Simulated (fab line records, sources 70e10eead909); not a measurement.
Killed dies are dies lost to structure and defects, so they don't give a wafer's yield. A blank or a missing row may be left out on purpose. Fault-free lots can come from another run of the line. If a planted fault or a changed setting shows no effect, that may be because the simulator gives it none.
Matching of chambers / flow nand harc / rie si-05 running NHARC_A_ZERO_WELL_ETCH_13: 4 sister chambers
The step etches the open film in HBr/Cl2, target depth 120 nm, time 40.1 s. 8 wafers are shown with their chamber, then 7 later ones without.

WAFERS, EACH WITH ITS CHAMBER
wafer=L510.4; chamber=1; he backside leak sccm (sccm)=2.4; oes product au (a.u.)=1.018
wafer=L511.4; chamber=2; he backside leak sccm (sccm)=2.5; oes product au (a.u.)=1.001
wafer=L511.5; chamber=1; he backside leak sccm (sccm)=2.4; oes product au (a.u.)=1.023
wafer=L512.4; chamber=3; he backside leak sccm (sccm)=2.4; oes product au (a.u.)=0.997
wafer=L513.3; chamber=3; he backside leak sccm (sccm)=2.5; oes product au (a.u.)=1.008
wafer=L513.4; chamber=2; he backside leak sccm (sccm)=2.4; oes product au (a.u.)=1.013
wafer=L513.6; chamber=0; he backside leak sccm (sccm)=2.9; oes product au (a.u.)=1.007
wafer=L522.2; chamber=0; he backside leak sccm (sccm)=3.1; oes product au (a.u.)=1.001

WAFERS WHOSE CHAMBER IS MISSING
wafer=L522.5; he backside leak sccm (sccm)=3.0; oes product au (a.u.)=1.012
wafer=L523.1; he backside leak sccm (sccm)=2.4; oes product au (a.u.)=1.007
wafer=L523.4; he backside leak sccm (sccm)=2.4; oes product au (a.u.)=1.004
wafer=L523.5; he backside leak sccm (sccm)=2.2; oes product au (a.u.)=1.019
wafer=L527.2; he backside leak sccm (sccm)=2.6; oes product au (a.u.)=1.004
wafer=L527.3; he backside leak sccm (sccm)=2.4; oes product au (a.u.)=1.012
wafer=L527.4; he backside leak sccm (sccm)=3.1; oes product au (a.u.)=1.008

EACH ONE'S CHAMBER
wafer=L522.5; from the rows above=0; in truth=0
wafer=L523.1; from the rows above=can't be placed: 2 or 3 or 1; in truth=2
wafer=L523.4; from the rows above=can't be placed: 3 or 2 or 1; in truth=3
wafer=L523.5; from the rows above=can't be placed: 1 or 2 or 3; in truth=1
wafer=L527.2; from the rows above=can't be placed: 3 or 2 or 1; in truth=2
wafer=L527.3; from the rows above=can't be placed: 2 or 1 or 3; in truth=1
wafer=L527.4; from the rows above=0; in truth=0
Placed correctly: 2 of 7. Cannot be placed on the basis of these rows: 5; the candidates contain the true chamber in 5. Wrongly placed: 0.
How it was worked out, from the rows above alone: a wafer's distance from a chamber is the root of the sum, over the readings, of the square of ((its reading less the chamber's mean) divided by the reading's scatter). The wafer belongs to the nearest chamber; if the next one is less than 2 further off, it can't be placed. Each chamber's mean is taken over the wafers shown for it. The scatter: the root of (the sum of the squares of (reading less its chamber's mean) over the shown wafers, divided by (wafers less chambers)).
